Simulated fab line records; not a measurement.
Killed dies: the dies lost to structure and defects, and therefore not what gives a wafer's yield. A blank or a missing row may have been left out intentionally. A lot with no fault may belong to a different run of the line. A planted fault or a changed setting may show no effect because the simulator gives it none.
Matching of chambers | flow nand_harc | 4 sister chambers for NHARC_A_BONDPAD_ETCH_12 on rie_diel-06
The step etches the open film in CHF3/O2, target depth 220 nm, time 110 s. 8 wafers are shown with their chamber, then 8 later ones without.

== WAFERS WITH THEIR CHAMBER ==
wafer  | chamber | drypump_motor_current_A (A) | rf_vpp_V (V)
L705.5 | 3       | 5.1                         | 368.8
L706.1 | 0       | 6.0                         | 370.3
L706.2 | 1       | 5.2                         | 367.3
L706.3 | 2       | 5.8                         | 368.8
L708.1 | 1       | 5.2                         | 369.1
L708.2 | 0       | 6.0                         | 372.3
L708.5 | 3       | 5.0                         | 368.7
L709.2 | 2       | 5.8                         | 370.1

== WAFERS WHOSE CHAMBER IS MISSING ==
wafer  | drypump_motor_current_A (A) | rf_vpp_V (V)
L709.3 | 6.0                         | 371.7
L709.6 | 5.8                         | 368.7
L710.1 | 5.1                         | 370.0
L710.4 | 5.1                         | 369.8
L710.6 | 5.8                         | 368.9
L712.4 | 6.0                         | 371.4
L712.5 | 5.2                         | 370.1
L712.6 | 6.0                         | 370.5

== WHICH CHAMBER EACH ONE RAN IN ==
wafer  | from the rows above     | in truth
L709.3 | 0                       | 0
L709.6 | 2                       | 2
L710.1 | can't be placed: 3 or 1 | 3
L710.4 | can't be placed: 3 or 1 | 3
L710.6 | 2                       | 2
L712.4 | 0                       | 0
L712.5 | 1                       | 1
L712.6 | 0                       | 0
Placed correctly: 6 of 8. Cannot be placed on the basis of these rows: 2; the candidates contain the true chamber in 2. Wrongly placed: 0.
How it was worked out, from the rows above alone: a wafer's distance from a chamber is the root of the sum, over the readings, of the square of ((its reading less the chamber's mean) divided by the reading's scatter). If the next closest chamber is less than 2 further off than the closest, the wafer can't be placed; otherwise it belongs to the closest. A chamber's mean is the mean of its shown wafers. The scatter: take each reading less its chamber's mean, square it, sum over the shown wafers, divide by the number of wafers less the number of chambers, and take the root.
